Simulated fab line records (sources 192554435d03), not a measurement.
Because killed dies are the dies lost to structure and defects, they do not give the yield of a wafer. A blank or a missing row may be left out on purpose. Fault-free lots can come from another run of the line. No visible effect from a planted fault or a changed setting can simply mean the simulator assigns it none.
fab line records ; flow n5Finfet
record lots=11; wafers=33; lastDay=19
route steps=1938 shown BEOL_M4@1069 MIM_TOP_ETCH@1851 PAD_METAL@1893 PASSIVATION@1936
lots untouched by any fault: they come from a run of this same line in which no faults occurred
startH: the number of hours between the record's first day and the start of the first shown wafer of the lot ; waitH: hours since the lot's step before ; " the same as in the row above ; L1.1+2: one row covering several wafers at once ; - no value, or no start given ; * or withheld: withheld ; < > ~ a bound
route shown NAME@n: a module of which the file shows steps, and the number in the route of the first ; usual: mean and standard deviation over wafers with no fault ; same: alike in all rows ; chamber/n: place in a boat ; sites: per-site readings ; _std_site: standard deviation across them ; _edge_site: outer sites' mean less inner sites' ; radiusMm: how far each site lies from the wafer's centre ; mask NAME#n: copy n ; behind: the last tool/chamber to shape the wafer ; hold: why the lot went on hold/how many hours it stayed there/how the hold came to an end ; device: whichever transistor did not switch (one of n, p or np) ; end of line: the tests these same wafers got at the end of their route ; a step given without rows: its recipe and nothing more ; killed: the dies lost at the first sort to structure and to defects; this is not the yield of the wafer ; map: a wafer's dies, marking killed ones x, the rest . and places with no die _
set.NAME: setting as actually run; set.NAME@STEP: the setting as run at that earlier step ; model.NAME: the simulator's own value behind a step, which no gauge read
route steps across a sampled set of lots; one table per step, one row per wafer
services: when a tool's chamber went out of use (startH, in hours from the record's first day, below 0 if earlier), for how many hours, and the reason
## steps
# step N5_BEOL_M4_STRIP_36
# recipe chemistry=N2/H2; powerW=450; tempC=40; pressureMtorr=20; rfFrequencyHz=6e+07; overashFraction=0.3; biasPowerW=7; h2Frac=0.5; n2FlowSccm=200; h2FlowSccm=200
# usual drypumpMotorCurrentA=5.8/0.46; oesProductAu=0.85/0.044; rfVppV=59.1/1.5; showerheadPlenumPTorr=2.54/0.1; throttleValvePct=23.6/0.33
lot.wafer;tool;chamber;startH;waitH;drypumpMotorCurrentA;oesProductAu;rfHoursCounterH;rfVppV;showerheadPlenumPTorr;throttleValvePct
L894.1;rieDiel-01;1;198.22;0.0;5.8;0.87;65;55.6;2.49;23.9
L894.3;rieDiel-01;3;198.22;0.0;6.5;0.86;38;61.6;2.69;23.6
L894.5;rieDiel-01;1;198.22;0.0;5.8;0.87;-;58.6;2.49;23.9
L895.1;rieDiel-01;0;205.07;0.0;5.6;0.88;32;57.6;2.49;23.6
L895.3;rieDiel-01;3;205.07;0.0;6.5;0.87;40;57.5;2.69;23.7
L895.6;rieDiel-01;1;205.07;0.0;5.8;0.87;-;57.1;2.49;23.9
L896.2;rieDiel-01;0;205.55;0.0;5.6;0.88;32;61.2;2.49;23.6
L896.3;rieDiel-01;1;205.55;0.0;5.9;0.88;68;59.2;2.49;23.9
L896.5;rieDiel-01;3;205.55;0.0;6.4;0.88;-;58.7;2.69;23.6
L897.2;rieDiel-01;1;213.23;0.0;5.8;0.85;71;56.7;2.49;23.9
L897.4;rieDiel-01;0;213.23;0.0;5.6;0.87;35;57.5;2.49;23.6
L897.6;rieDiel-01;3;213.23;0.0;6.5;0.87;-;60.7;2.69;23.6
L899.1;rieDiel-01;1;227.38;0.0;5.8;0.87;75;59.9;2.49;24.0
L899.2;rieDiel-01;2;227.38;0.0;5.0;0.90;23;59.2;2.47;23.0
L899.4;rieDiel-01;0;227.38;0.0;5.7;0.86;39;60.5;2.48;23.6
L900.1;rieDiel-01;2;235.80;0.0;5.1;0.90;26;57.9;2.47;23.0
L900.3;rieDiel-01;3;235.80;0.0;6.5;0.86;52;61.9;2.68;23.6
L900.4;rieDiel-01;0;235.80;0.0;5.7;0.84;42;57.5;2.48;23.7
L902.1;rieDiel-01;2;239.20;0.0;5.1;0.89;27;58.6;2.47;23.0
L902.4;rieDiel-01;1;239.20;0.0;5.8;0.85;79;59.7;2.48;23.9
L902.6;rieDiel-01;0;239.20;0.0;5.6;0.85;-;59.4;2.48;23.6
L904.2;rieDiel-01;0;269.02;0.0;5.7;0.83;54;57.5;2.48;23.6
L904.4;rieDiel-01;2;269.02;0.0;5.1;0.89;38;59.2;2.46;23.0
L904.5;rieDiel-01;1;269.02;0.0;5.8;0.84;-;58.8;2.48;23.9
L906.2;rieDiel-01;0;269.75;0.0;5.6;0.85;54;57.0;2.48;23.6
L906.4;rieDiel-01;3;269.75;0.0;6.5;0.85;64;59.0;2.68;23.7
L906.5;rieDiel-01;2;269.75;0.0;5.1;0.88;-;59.8;2.46;23.0
L908.1;rieDiel-01;0;286.67;0.0;5.7;0.82;61;57.0;2.47;23.7
L908.2;rieDiel-01;3;286.67;0.0;6.5;0.83;71;57.4;2.67;23.7
L908.5;rieDiel-01;1;286.67;0.0;5.8;0.82;-;57.4;2.47;23.9
L917.1;rieDiel-01;3;338.70;0.0;6.5;0.81;90;60.9;2.66;23.7
L917.3;rieDiel-01;1;338.70;0.0;5.8;0.81;114;57.6;2.47;24.0
L917.6;rieDiel-01;2;338.70;0.0;5.1;0.83;-;55.5;2.45;23.0
# step N5_MIM_TOP_ETCH_ETCH_00
# recipe chemistry=Cl2/BCl3; target=TiN; targetDepthA=385; ionEnergyEv=150; pressureMtorr=10; icpW=1000; biasW=126; Cl2_flow_sccm=53.25; bcl3FlowSccm=21.75; Ar_flow_sccm=25
# usual drypumpMotorCurrentA=5.6/0.34; mfcCl2Sccm=53.23/0.2; oesProductAu=0.79/0.13; throttleValvePct=22.80/0.19
lot.wafer;tool;chamber;startH;waitH;drypumpMotorCurrentA;mfcCl2Sccm;oesProductAu;rfHoursCounterH;throttleValvePct
L895.1;rieMetal-03;1;306.34;0.1;6.0;53.35;0.76;46;22.72
L895.3;rieMetal-03;1;306.34;0.1;6.0;53.31;0.76;-;22.75
L895.6;rieMetal-03;1;306.34;0.1;6.0;53.41;0.76;-;22.75
L896.2;rieMetal-03;0;312.83;0.1;5.3;53.48;0.98;0;23.11
L896.3;rieMetal-03;0;312.83;0.1;5.3;53.08;0.98;-;23.11
L896.5;rieMetal-03;0;312.83;0.1;5.3;53.23;0.99;-;23.11
L894.1;rieMetal-01;0;312.89;0.1;5.6;53.24;0.65;96;22.91
L894.3;rieMetal-01;1;312.89;0.1;5.3;53.22;0.66;-;22.60
L894.5;rieMetal-01;0;312.89;0.1;5.5;53.15;0.64;-;22.91
L897.2;rieMetal-03;0;313.24;0.1;5.2;53.22;0.97;0;23.12
L897.4;rieMetal-03;1;313.24;0.1;6.0;53.62;0.76;-;22.74
L897.6;rieMetal-03;0;313.24;0.1;5.3;53.11;0.96;-;23.13
L899.1;rieMetal-01;0;336.85;0.1;5.6;53.57;0.63;99;22.90
L899.2;rieMetal-01;1;336.85;0.1;5.3;53.57;0.66;74;22.58
L899.4;rieMetal-01;0;336.85;0.1;5.6;53.47;0.64;-;22.92
L900.1;rieMetal-01;0;337.32;0.1;5.6;53.29;0.63;99;22.94
L900.3;rieMetal-01;0;337.32;0.1;5.6;53.47;0.63;-;22.92
L900.4;rieMetal-01;1;337.32;0.1;5.3;53.09;0.66;-;22.60
L902.1;rieMetal-01;1;348.96;0.1;5.3;53.23;0.65;76;22.60
L902.4;rieMetal-01;1;348.96;0.1;5.3;53.35;0.65;-;22.60
L902.6;rieMetal-01;1;348.96;0.1;5.3;53.21;0.66;-;22.60
L904.2;rieMetal-03;1;367.75;0.1;6.0;53.22;0.75;51;22.75
L904.4;rieMetal-03;1;367.75;0.1;6.0;53.18;0.77;-;22.76
L904.5;rieMetal-03;0;367.75;0.1;5.3;53.09;0.93;-;23.12
L906.2;rieMetal-03;0;384.00;0.1;5.3;53.20;0.91;6;23.12
L906.4;rieMetal-03;0;384.00;0.1;5.3;53.14;0.91;-;23.12
L906.5;rieMetal-03;0;384.00;0.1;5.3;53.15;0.90;-;23.13
L908.1;rieMetal-02;1;397.64;0.1;5.1;53.16;0.98;2;22.72
L908.2;rieMetal-02;0;397.64;0.1;6.0;53.54;0.90;8;22.93
L908.5;rieMetal-02;1;397.64;0.1;5.1;53.44;0.97;-;22.72
L917.1;rieMetal-02;1;439.67;0.1;5.1;53.52;0.93;6;22.72
L917.3;rieMetal-02;1;439.67;0.1;5.1;53.42;0.93;-;22.72
L917.6;rieMetal-02;0;439.67;0.1;6.0;53.34;0.88;-;22.93
# step N5_MIM_TOP_ETCH_PECVD_03
# recipe material=SiNx; targetThkA=200; tempC=400; precursor=SiH4/NH3/N2; pressureTorr=1.5; rfW=300; timeS=17.6
# usual heaterPowerW=732/61; showerheadPlenumPTorr=5.14/0.063; throttleValvePct=39.9/3
lot.wafer;tool;chamber;startH;waitH;heaterPowerW;showerheadPlenumPTorr;throttleValvePct
L895.1;pecvd-04;0;306.67;-;850;5.14;40.3
L895.3;pecvd-04;1;306.67;-;752;5.16;41.4
L895.6;pecvd-04;0;306.67;-;843;5.13;40.0
L896.2;pecvd-03;0;313.04;-;810;5.18;45.2
L896.3;pecvd-03;1;313.04;-;695;5.13;43.9
L896.5;pecvd-03;2;313.04;-;611;5.19;37.9
L894.1;pecvd-04;2;313.09;-;697;5.00;38.2
L894.3;pecvd-04;1;313.09;-;752;5.15;41.6
L894.5;pecvd-04;2;313.09;-;709;5.00;38.2
L897.2;pecvd-03;2;313.52;-;749;5.18;37.6
L897.4;pecvd-03;0;313.52;-;781;5.16;45.2
L897.6;pecvd-03;2;313.52;-;743;5.19;38.0
L899.1;pecvd-01;0;337.06;-;696;5.21;38.9
L899.2;pecvd-01;1;337.06;-;718;5.10;37.0
L899.4;pecvd-01;0;337.06;-;695;5.20;39.0
L900.1;pecvd-04;0;337.52;-;842;5.15;40.3
L900.3;pecvd-04;1;337.52;-;703;5.16;41.6
L900.4;pecvd-04;0;337.52;-;845;5.13;40.2
L902.1;pecvd-04;2;349.16;-;725;5.00;38.3
L902.4;pecvd-04;0;349.16;-;785;5.15;39.8
L902.6;pecvd-04;1;349.16;-;735;5.16;41.6
L904.2;pecvd-03;2;367.95;-;744;5.17;37.7
L904.4;pecvd-03;2;367.95;-;745;5.17;38.1
L904.5;pecvd-03;0;367.95;-;895;5.19;45.3
L906.2;pecvd-03;0;384.20;-;739;5.19;45.1
L906.4;pecvd-03;0;384.20;-;765;5.18;45.3
L906.5;pecvd-03;1;384.20;-;642;5.13;44.1
L908.1;pecvd-04;0;397.90;-;819;5.15;40.2
L908.2;pecvd-04;2;397.90;-;676;5.00;38.7
L908.5;pecvd-04;0;397.90;-;848;5.15;40.1
L917.1;pecvd-04;1;439.88;-;664;5.14;36.3
L917.3;pecvd-04;2;439.88;-;807;5.00;38.8
L917.6;pecvd-04;2;439.88;-;777;5.00;38.9
# step N5_PASSIVATION_DEGAS_18
# recipe ambient=vacuum; tempC=300; timeS=60
# usual heaterPowerW=440/54
lot.wafer;tool;chamber;startH;waitH;heaterPowerW
L895.1;pvdSputter-01;-;311.22;0.8;487
L895.3;pvdSputter-01;-;311.22;0.8;373
L895.6;pvdSputter-01;-;311.22;0.8;363
L896.2;pvdSputter-03;-;315.86;0.0;484
L896.3;pvdSputter-03;-;315.86;0.0;423
L896.5;pvdSputter-03;-;315.86;0.0;422
L894.1;pvdSputter-02;-;320.29;3.5;408
L894.3;pvdSputter-02;-;320.29;3.5;443
L894.5;pvdSputter-02;-;320.29;3.5;425
L897.2;pvdSputter-02;-;320.89;3.4;494
L897.4;pvdSputter-02;-;320.89;3.4;362
L897.6;pvdSputter-02;-;320.89;3.4;418
L899.1;pvdSputter-02;-;342.82;0.2;429
L899.2;pvdSputter-02;-;342.82;0.2;442
L899.4;pvdSputter-02;-;342.82;0.2;479
L900.1;pvdSputter-01;-;343.50;0.0;425
L900.3;pvdSputter-01;-;343.50;0.0;536
L900.4;pvdSputter-01;-;343.50;0.0;492
L902.1;pvdSputter-01;-;351.98;0.0;538
L902.4;pvdSputter-01;-;351.98;0.0;419
L902.6;pvdSputter-01;-;351.98;0.0;541
L904.2;pvdSputter-01;-;371.82;0.0;496
L904.4;pvdSputter-01;-;371.82;0.0;527
L904.5;pvdSputter-01;-;371.82;0.0;419
L906.2;pvdSputter-02;-;388.39;1.5;483
L906.4;pvdSputter-02;-;388.39;1.5;364
L906.5;pvdSputter-02;-;388.39;1.5;487
L908.1;pvdSputter-01;-;401.21;0.6;424
L908.2;pvdSputter-01;-;401.21;0.6;371
L908.5;pvdSputter-01;-;401.21;0.6;368
L917.1;pvdSputter-02;-;444.75;2.0;429
L917.3;pvdSputter-02;-;444.75;2.0;486
L917.6;pvdSputter-02;-;444.75;2.0;357
# step N5_PASSIVATION_PROBE_49
# usual defectLimitedYield=91.0/1.4; killed_at_M0_to_M3=33/11; killed_at_M4_up=14/5; killedAtContacts=11/7.3; killedAtFrontEnd=43/12; killedAtOther=4/3.1; killedDies=106/17; killedOnRim=14/3.8; killedOpen=69/13; killedShort=34/8.7; sort_bin_5_function=5.2/0.96; sort_bin_6_memory=3.3/0.66; sortNPass=1074/17; sortYieldPct=91.0/1.4
# same grossDies=1180; killedAtBackSide=0; sort_bin_4_leakage[%]=0; sort_bin_8_speed[%]=0
lot.wafer;tool;chamber;startH;waitH;defectLimitedYield[%];killed_at_M0_to_M3;killed_at_M4_up;killedAtContacts;killedAtFrontEnd;killedAtOther;killedDies;killedOnRim;killedOpen;killedShort;sort_bin_5_function[%];sort_bin_6_memory[%];sortNPass;sortYieldPct[%]
L906.2;prober-01;-;394.34;0.1;90.3;27;11;9;63;5;115;16;67;48;5.2;3.9;1065;90.3
L906.4;prober-01;-;394.44;0.2;84.2;39;91;5;50;2;187;29;67;36;8.8;3.5;993;84.2
L906.5;prober-01;-;394.49;0.2;89.4;26;20;6;67;6;125;11;79;40;6.0;4.2;1055;89.4
L908.1;prober-02;-;407.13;0.0;90.7;35;10;26;37;2;110;13;80;28;5.1;4.1;1070;90.7
L908.2;prober-02;-;407.18;0.1;81.9;26;96;31;59;2;214;31;99;29;10.3;4.9;966;81.9
L908.5;prober-02;-;407.33;0.2;88.5;25;19;51;36;5;136;20;104;26;7.5;3.5;1044;88.5
# killed by level:class
L906.2 FIN_SAQP:geometricParticle:short=16 STI_FIN_REVEAL:geometricParticle:open=12 GATE_CUT:geometricParticle:short=10 MOL_CONTACT_COAG:geometricParticle:open=9 BEOL_M0_SAQP:geometricParticle:open=9 DUMMY_GATE:geometricParticle:open=7 BEOL_M2:geometricParticle:open=6 BEOL_M0_SAQP:geometricParticle:short=5
L906.4 BEOL_M4:unspecified=84 FIN_SAQP:geometricParticle:open=17 BEOL_M0_SAQP:geometricParticle:open=14 BEOL_M0_SAQP:geometricParticle:short=12 FIN_SAQP:geometricParticle:short=9 BEOL_M3:geometricParticle:open=7 MOL_CONTACT_COAG:geometricParticle:open=5 BEOL_M4:geometricParticle:open=5
L906.5 STI_FIN_REVEAL:geometricParticle:open=20 BEOL_M0_SAQP:geometricParticle:open=9 FIN_SAQP:geometricParticle:open=8 BEOL_M0_SAQP:geometricParticle:short=8 BEOL_M4:geometricParticle:open=8 FIN_SAQP:geometricParticle:short=7 DUMMY_GATE:geometricParticle:open=7 GATE_CUT:geometricParticle:short=7
L908.1 MOL_CONTACT_COAG:geometricParticle:open=20 STI_FIN_REVEAL:geometricParticle:open=16 BEOL_M1:geometricParticle:open=10 BEOL_M0_SAQP:geometricParticle:open=9 FIN_SAQP:geometricParticle:open=6 MOL_CONTACT_COAG:geometricParticle:short=6 STI_FIN_REVEAL:geometricParticle:short=5 BEOL_M2:geometricParticle:short=5
L908.2 BEOL_M4:unspecified=80 MOL_CONTACT_COAG:geometricParticle:open=26 STI_FIN_REVEAL:geometricParticle:open=23 BEOL_M0_SAQP:geometricParticle:open=7 FIN_SAQP:geometricParticle:open=6 HKMG_FIN:areaEtch=6 FIN_SAQP:geometricParticle:short=5 STI_FIN_REVEAL:geometricParticle:short=5
L908.5 MOL_CONTACT_COAG:geometricParticle:open=44 BEOL_M4:geometricParticle:open=12 FIN_SAQP:geometricParticle:open=9 STI_FIN_REVEAL:geometricParticle:open=8 MOL_CONTACT_COAG:geometricParticle:short=7 BEOL_M0_SAQP:geometricParticle:short=5 BEOL_M1:geometricParticle:open=5 HKMG_FIN:areaEtch=5
## services
tool;chamber;startH;hours;kind
pecvd-04;1;177.63;6.5;repair
pecvd-01;-;180.22;1.5;repair
rieDiel-01;2;193.46;18.9;repair
rieMetal-03;-;194.96;0.5;repair
rieMetal-01;-;245.07;1.4;pm
pecvd-04;2;258.08;2.1;scheduledDown
rieDiel-01;-;288.94;2.8;pm
pecvd-01;1;292.97;3.6;repair
pecvd-04;0;292.97;2.1;scheduledDown
pecvd-01;-;297.04;28.1;pm
pecvd-03;-;331.36;0.6;repair
rieMetal-01;1;337.69;2.3;repair
pvdSputter-03;-;353.36;1.1;repair
pvdSputter-03;-;355.01;3.2;repair
rieMetal-02;1;360.25;1.3;repair
pecvd-01;-;377.41;1.3;repair
pecvd-04;1;383.62;-;clean
rieDiel-01;2;385.76;11.6;repair
rieMetal-03;-;387.98;2.8;pm
rieMetal-01;0;412.07;5.0;repair
rieMetal-03;-;412.11;1.0;repair
rieMetal-02;-;417.16;1.4;pm
rieDiel-01;2;437.56;4.9;repair
pecvd-04;-;439.92;2.8;pm
## key
firstSign step=N5_PASSIVATION_PROBE_49; reading=killed_at_M4_up; direction=up; sigmas=16; usual=14; struck=94
effect step=N5_PASSIVATION_PROBE_49; reading=defectLimitedYield; direction=down; sigmas=5.6; usual=91.0; struck=83.0
moreKillsBornAt N5_BEOL_M4_STRIP_36@rieDiel-01=164
metAt N5_BEOL_M4_STRIP_36
struckLots L906,L908
struckWafers L906.4,L908.2
notActingAt N5_MIM_TOP_ETCH_ETCH_00,N5_MIM_TOP_ETCH_PECVD_03,N5_PASSIVATION_DEGAS_18
onsetBetween 235.80 269.75
fault kind=chamberParticleSource; tool=rieDiel-01; chamber=3; onsetH=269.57; steps=N5_BEOL_M4_STRIP_36; ratePerVisitCm2=1.3752; endH=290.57
